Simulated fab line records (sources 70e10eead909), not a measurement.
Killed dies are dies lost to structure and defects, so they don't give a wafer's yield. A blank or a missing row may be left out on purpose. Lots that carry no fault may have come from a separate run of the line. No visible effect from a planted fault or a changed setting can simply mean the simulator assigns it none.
fab line records	flow nand-harc	part 2 of 2: steps 5 to 6 of 6
record lots=22	wafers=66	last-day=24
route steps=1159 shown A_STAIRCASE@647 A_SGD_CUT@765
lots untouched by any fault: they come from a run of this same line in which no faults occurred
start-h: start of the lot's first displayed wafer, in hours after the record's first day	wait-h: time in hours since the lot's previous step	" identical to the entry in the row above	L1.1+2: one row covering several wafers at once	- no value, or no start was given	* or withheld: withheld	< > ~ a bound
route shown NAME@n: NAME is a module with steps in the file, n the number in the route of the first one	usual: mean/standard deviation of fault-free wafers	same: alike in all rows	chamber/n: place in a boat	sites: the reading at each site	_std_site: how widely they spread, as a standard deviation	_edge_site: the outer-site mean with the inner-site mean subtracted	radius-mm: how far each site lies from the wafer's centre	mask NAME#n: copy n	behind: tool/chamber where the wafer was last shaped	hold: why the lot was held/for how many hours/how that ended	device: the n, p or np transistor that did not switch	end of line: tests run on the same wafers once the route is complete	a step without rows: its recipe alone	killed: at the first sort, the dies lost to defects and structure; wafer yield is something else	map: per-die view of a wafer (x killed, . not killed, _ where there is no die)
set.NAME: the setting the step ran with; set.NAME@STEP: the setting that earlier step ran with	model.NAME: the simulator's own value behind a step, which no gauge read
one table for each step of the route and one row for each wafer, over a sample of lots
services: when a tool's chamber went out of use (start-h, in hours from the record's first day, below 0 if earlier), for how many hours, and the reason
## steps
# step NHARC_A_SGD_CUT_STRIP_17
# recipe o2-flow-sccm=500	ar-flow-sccm=0	bias-w=0	chemistry=O2
# usual drypump-motor-current-A=5.6/0.41	oes-product-au=0.999/0.012	rf-vpp-V=57.9/0.8	showerhead-plenum-p-Torr=3.60/0.12	throttle-valve-pct=17.035/0.0091
lot.wafer	tool	chamber	start-h	wait-h	drypump-motor-current-A	oes-product-au	rf-hours-counter-h	rf-vpp-V	showerhead-plenum-p-Torr	throttle-valve-pct
L075.2	rie-diel-07	1	-	-	5.3	0.993	8	57.9	3.43	17.041
L075.4	"	2	"	"	5.3	0.993	9	57.4	3.61	17.035
L075.3	"	3	"	"	5.3	0.999	8	58.3	3.52	17.041
L076.1	rie-diel-08	0	-	-	5.8	1.006	0	58.1	3.56	17.027
L076.4	"	1	"	"	5.4	0.980	0	58.1	3.63	17.046
L076.2	"	2	"	"	4.9	1.007	0	57.3	3.66	17.043
L079.2	rie-diel-08	3	-	-	5.1	0.989	1	56.2	3.33	17.020
L079.3	"	2	"	"	4.9	1.010	2	56.8	3.66	17.044
L079.6	"	0	"	"	5.9	1.016	-	58.9	3.56	17.037
L078.3	rie-diel-07	3	-	-	5.4	1.000	10	56.7	3.52	17.012
L078.6	"	0	"	"	5.5	1.003	-	57.2	3.54	17.027
L078.5	"	1	"	"	5.3	1.003	-	57.6	3.42	17.038
L077.3	rie-diel-13	0	-	-	6.1	0.997	5	58.7	3.69	17.024
L077.2	"	3	"	"	6.4	1.011	4	57.6	3.75	17.022
L077.5	"	0	"	"	6.0	0.999	-	58.0	3.69	17.029
L080.1	rie-diel-13	2	-	-	5.6	0.979	7	56.6	3.72	17.043
L080.2	"	1	"	"	5.7	1.026	7	58.0	3.67	17.049
L080.6	"	3	"	"	6.4	1.018	-	59.0	3.75	17.025
L082.3	rie-diel-07	3	-	-	5.4	0.997	12	57.9	3.52	17.046
L082.4	"	0	"	"	5.5	1.001	12	57.2	3.54	17.030
L082.6	"	3	"	"	5.4	0.999	-	58.4	3.52	17.025
L081.2	rie-diel-07	2	-	-	5.3	1.008	14	59.2	3.61	17.028
L081.3	"	3	"	"	5.3	0.995	13	57.5	3.52	17.037
L081.5	"	0	"	"	5.5	1.012	-	57.6	3.54	17.046
L084.1	rie-diel-13	1	-	-	5.7	1.019	8	59.1	3.67	17.046
L084.4	"	2	"	"	5.6	0.989	8	57.9	3.71	17.041
L084.5	"	2	"	"	5.6	0.995	-	58.0	3.71	17.056
L083.2	rie-diel-07	3	-	-	5.4	1.005	14	59.4	3.52	17.032
L083.5	"	2	"	"	5.3	1.005	-	58.4	3.61	17.018
L083.6	"	3	"	"	5.4	1.002	-	58.3	3.52	17.045
L087.4	rie-diel-13	3	-	-	6.4	1.010	8	56.3	3.74	17.038
L087.2	"	0	"	"	6.1	0.992	10	58.3	3.69	17.038
L087.3	"	1	"	"	5.6	1.027	10	56.6	3.67	17.023
L085.3	rie-diel-13	2	-	-	5.6	0.985	10	57.3	3.71	17.026
L085.2	"	3	"	"	6.3	1.002	8	57.8	3.74	17.029
L085.6	"	3	"	"	6.4	1.007	-	57.6	3.74	17.038
L088.4	rie-diel-07	1	-	-	5.3	0.988	17	57.7	3.42	17.042
L088.1	"	2	"	"	5.3	0.998	17	58.0	3.61	17.060
L088.5	"	0	"	"	5.5	1.009	-	59.4	3.53	17.029
L086.4	rie-diel-08	2	-	-	4.9	1.012	-	58.6	3.66	17.046
L086.3	"	3	"	"	5.1	0.986	-	56.0	3.33	17.028
L086.5	"	3	"	"	5.1	0.990	-	58.0	3.33	17.023
L089.2	rie-diel-08	1	-	-	5.4	0.993	4	59.8	3.63	17.040
L089.3	"	3	"	"	5.1	0.995	6	58.0	3.33	17.037
L089.6	"	0	"	"	5.9	1.008	-	57.4	3.56	17.036
L091.2	rie-diel-08	2	-	-	4.8	0.997	6	58.6	3.66	17.044
L091.3	"	3	"	"	5.1	0.981	7	56.8	3.33	17.025
L091.4	"	0	"	"	5.8	1.014	5	58.2	3.56	17.027
L090.1	rie-diel-13	0	-	-	6.0	0.987	11	57.7	3.69	17.038
L090.3	"	3	"	"	6.4	1.005	10	57.9	3.74	17.031
L090.5	"	0	"	"	6.0	0.983	-	56.9	3.69	17.038
L093.1	rie-diel-13	1	-	-	5.7	1.019	13	58.2	3.67	17.032
L093.6	"	0	"	"	6.0	0.993	-	58.9	3.69	17.038
L093.5	"	1	"	"	5.7	1.025	-	57.4	3.67	17.025
L092.2	rie-diel-13	1	-	-	5.7	1.014	15	56.9	3.67	17.039
L092.1	"	2	"	"	5.6	0.992	15	59.5	3.71	17.039
L092.4	"	3	"	"	6.4	1.001	13	58.1	3.74	17.054
L095.3	rie-diel-08	1	-	-	5.4	0.992	8	57.2	3.63	17.039
L095.2	"	3	"	"	5.1	0.993	11	56.7	3.32	17.052
L095.6	"	0	"	"	5.9	1.002	-	57.4	3.56	17.051
L096.3	rie-diel-07	3	453.08	0.1	5.3	0.998	4	58.5	3.51	17.043
L096.4	"	2	"	"	5.3	0.999	4	58.4	3.61	17.030
L096.6	"	0	"	"	5.5	0.994	-	57.4	3.53	17.037
L097.2	rie-diel-08	2	-	-	4.8	1.004	10	57.3	3.65	17.041
L097.3	"	0	"	"	5.8	0.996	10	57.7	3.56	17.033
L097.5	"	1	"	"	5.4	0.986	-	58.1	3.63	17.034
# step NHARC_A_SGD_CUT_ETCHBACK_24
# recipe target-depth-a=500	over-etch-frac=0.3	time-s=92.857	ion-energy-ev=120	ch3f-flow-sccm=50	o2-flow-sccm=30	ar-flow-sccm=200	rf-w=500	bias-w=100	chemistry=CH3F/O2
# usual drypump-motor-current-A=5.5/0.43	oes-product-au=0.96/0.038	rf-vpp-V=244.9/1.5	showerhead-plenum-p-Torr=2.50/0.091	throttle-valve-pct=20.663/0.0096
# same over-etch-frac=0.3
lot.wafer	tool	chamber	start-h	wait-h	drypump-motor-current-A	oes-product-au	rf-hours-counter-h	rf-vpp-V	showerhead-plenum-p-Torr	throttle-valve-pct
L075.4	rie-diel-07	0	320.88	0.1	5.5	0.93	9	244.2	2.46	20.659
L075.3	"	1	"	"	5.3	0.92	8	243.7	2.38	20.646
L075.2	"	3	"	"	5.3	0.92	9	245.0	2.45	20.668
L076.4	rie-diel-13	0	320.91	0.2	6.0	0.99	4	247.8	2.58	20.660
L076.2	"	1	"	"	5.7	1.01	4	246.5	2.56	20.670
L076.1	"	2	"	"	5.6	0.98	4	246.2	2.59	20.652
L079.3	rie-diel-08	3	329.78	0.2	5.1	0.92	1	242.2	2.32	20.655
L079.2	"	1	"	"	5.4	0.91	2	245.7	2.53	20.670
L079.6	"	3	"	"	5.1	0.92	-	242.3	2.31	20.640
L078.3	rie-diel-07	3	329.80	0.2	5.3	0.92	10	244.0	2.45	20.667
L078.6	"	1	"	"	5.3	0.92	-	241.2	2.38	20.664
L078.5	"	2	"	"	5.3	0.93	-	244.7	2.52	20.660
L077.3	rie-diel-08	3	329.92	0.2	5.1	0.99	1	242.0	2.31	20.664
L077.2	"	1	"	"	5.4	0.99	2	243.6	2.53	20.674
L077.5	"	3	"	"	5.1	0.99	-	242.3	2.31	20.660
L080.2	rie-diel-08	0	343.79	0.1	5.8	1.01	2	245.3	2.48	20.652
L080.1	"	3	"	"	5.1	0.98	3	241.7	2.31	20.660
L080.6	"	1	"	"	5.4	0.98	-	245.2	2.53	20.659
L082.3	rie-diel-07	2	343.82	0.1	5.3	0.93	13	243.2	2.52	20.664
L082.4	"	3	"	"	5.3	0.91	12	246.3	2.45	20.660
L082.6	"	2	"	"	5.3	0.93	-	244.3	2.52	20.643
L081.3	rie-diel-13	2	356.55	0.1	5.6	1.00	8	246.4	2.59	20.671
L081.2	"	1	"	"	5.7	1.02	8	246.9	2.56	20.650
L081.5	"	2	"	"	5.6	1.00	-	246.2	2.59	20.687
L084.1	rie-diel-08	0	371.71	0.1	5.8	0.99	4	245.1	2.48	20.672
L084.4	"	2	"	"	4.8	0.99	4	245.6	2.55	20.668
L084.5	"	1	"	"	5.4	0.97	-	244.6	2.53	20.672
L083.2	rie-diel-07	1	371.74	0.2	5.3	0.92	16	243.0	2.38	20.675
L083.6	"	3	"	"	5.3	0.93	-	244.8	2.45	20.669
L083.5	"	0	"	"	5.5	0.94	-	244.1	2.46	20.657
L085.2	rie-diel-13	2	390.09	0.2	5.6	0.91	11	247.4	2.59	20.681
L085.3	"	0	"	"	6.0	0.91	10	245.6	2.57	20.675
L085.6	"	1	"	"	5.6	0.95	-	245.6	2.56	20.675
L087.4	rie-diel-07	0	390.09	0.2	5.5	0.99	17	244.8	2.46	20.662
L087.3	"	1	"	"	5.3	0.99	17	242.7	2.38	20.652
L087.2	"	2	"	"	5.3	1.00	17	244.8	2.52	20.667
L088.4	rie-diel-13	1	390.19	0.3	5.7	1.02	11	246.5	2.56	20.654
L088.1	"	2	"	"	5.6	0.98	11	245.7	2.59	20.679
L088.5	"	0	"	"	6.1	0.97	-	245.9	2.57	20.657
L086.3	rie-diel-08	2	395.07	0.2	4.8	0.92	5	245.8	2.55	20.657
L086.5	"	3	"	"	5.1	0.91	-	242.1	2.31	20.658
L086.4	"	2	"	"	4.8	0.91	-	246.7	2.55	20.656
L089.2	rie-diel-13	0	403.88	0.1	6.1	0.99	11	245.8	2.57	20.673
L089.3	"	1	"	"	5.6	1.02	12	245.9	2.56	20.664
L089.6	"	0	"	"	6.0	0.99	-	246.7	2.57	20.677
L090.1	rie-diel-13	0	409.70	0.2	6.0	0.91	12	245.5	2.57	20.660
L090.3	"	1	"	"	5.6	0.95	12	243.4	2.56	20.667
L090.5	"	3	"	"	6.3	0.93	-	245.4	2.61	20.662
L091.2	rie-diel-08	0	409.82	0.1	5.8	0.93	6	245.1	2.48	20.666
L091.3	"	1	"	"	5.4	0.92	5	246.3	2.53	20.679
L091.4	"	2	"	"	4.8	0.93	7	245.6	2.55	20.671
L093.1	rie-diel-08	2	420.10	0.2	4.9	1.01	8	245.0	2.55	20.654
L093.6	"	3	"	"	5.1	0.99	-	243.2	2.31	20.669
L093.5	"	0	"	"	5.8	1.01	-	244.3	2.48	20.651
L092.4	rie-diel-08	1	435.38	0.2	5.4	0.93	7	244.3	2.53	20.659
L092.1	"	3	"	"	5.1	0.92	10	241.7	2.31	20.664
L092.2	"	0	"	"	5.8	0.93	8	246.9	2.48	20.643
L095.3	rie-diel-08	2	448.15	0.1	4.8	0.93	10	245.5	2.55	20.659
L095.2	"	1	"	"	5.4	0.91	8	244.2	2.53	20.671
L095.6	"	2	"	"	4.8	0.93	-	244.1	2.55	20.664
L096.4	rie-diel-08	2	458.25	0.1	4.9	0.93	10	245.2	2.55	20.655
L096.3	"	3	"	"	5.1	0.92	11	241.9	2.31	20.651
L096.6	"	2	"	"	4.9	0.93	-	246.8	2.55	20.667
L097.2	rie-diel-07	0	458.39	0.2	5.5	1.00	4	243.3	2.46	20.663
L097.3	"	1	"	"	5.3	1.00	4	243.7	2.38	20.668
L097.5	"	2	"	"	5.3	1.00	-	245.9	2.51	20.663
## services
tool	chamber	start-h	hours	kind
rie-diel-06	2	232.62	2.7	repair
rie-diel-04	0	243.70	-	clean
rie-diel-04	1	243.70	-	clean
rie-diel-04	2	243.70	-	clean
rie-diel-04	3	243.70	-	clean
rie-diel-07	1	267.65	12.5	repair
rie-diel-13	-	276.00	9.0	pm
rie-diel-08	3	283.15	7.3	repair
rie-diel-05	3	286.36	12.1	repair
rie-diel-13	3	287.12	8.5	repair
rie-diel-04	-	288.99	9.0	pm
rie-diel-08	-	301.80	9.0	pm
rie-diel-07	0	315.81	2.4	repair
rie-diel-13	-	328.55	2.4	repair
rie-diel-05	-	348.55	9.0	pm
rie-diel-08	1	380.65	17.5	repair
rie-diel-08	0	380.84	11.5	repair
rie-diel-06	1	401.58	7.4	repair
rie-diel-07	-	405.20	9.0	pm
rie-diel-04	1	406.37	17.4	repair
rie-diel-06	-	418.21	9.0	pm
rie-diel-04	0	449.88	2.4	repair
rie-diel-08	2	450.55	1.4	repair
rie-diel-13	-	453.00	9.0	pm
